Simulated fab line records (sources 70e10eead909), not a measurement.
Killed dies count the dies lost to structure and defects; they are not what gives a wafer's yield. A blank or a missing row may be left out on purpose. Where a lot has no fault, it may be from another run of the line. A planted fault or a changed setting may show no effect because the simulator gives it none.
Matching of chambers    flow nand-harc    4 sister chambers for NHARC_A_CHANNEL_FILL_D1_STRIP_28 on rie-diel-06
The step strips in O2, time 20 s. 4 wafers are shown with their chamber, then 11 later ones without.

== WAFERS WITH THEIR CHAMBER ==
wafer   chamber  oes-product-au (a.u.)
L092.1  2        0.994
L092.2  1        1.008
L092.3  0        1.009
L092.4  3        0.997

== WAFERS WITHOUT THEIR CHAMBER ==
wafer   oes-product-au (a.u.)
L092.5  1.006
L092.6  1.009
L094.1  1.005
L094.2  1.004
L094.6  1.010
L095.2  1.005
L095.4  0.997
L095.5  1.009
L097.1  1.011
L097.3  0.998
L097.6  1.007

== THE CHAMBER EACH PASSED THROUGH ==
wafer   from the rows above           in truth
L092.5  can't be placed: 1 or 0       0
L092.6  can't be placed: 0 or 1       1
L094.1  can't be placed: 1 or 0       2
L094.2  can't be placed: 1 or 0 or 3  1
L094.6  can't be placed: 0 or 1       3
L095.2  can't be placed: 1 or 0       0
L095.4  can't be placed: 3 or 2       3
L095.5  can't be placed: 0 or 1       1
L097.1  can't be placed: 0 or 1       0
L097.3  can't be placed: 3 or 2       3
L097.6  can't be placed: 1 or 0       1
Placed correctly: 0 of 11. Cannot be placed on the basis of these rows: 11; the candidates contain the true chamber in 9. Number placed wrongly: 0.
How it was worked out, from the rows above alone: a wafer's distance from a chamber is the root of the sum, over the readings, of the square of ((its reading less the chamber's mean) divided by the reading's scatter). If the next closest chamber is less than 2 further off than the closest, the wafer can't be placed; otherwise it belongs to the closest. A chamber's mean is the mean of its shown wafers. The scatter: with one shown wafer a chamber, the root of the mean of the squares of how far each hidden wafer lies from its nearest shown one.
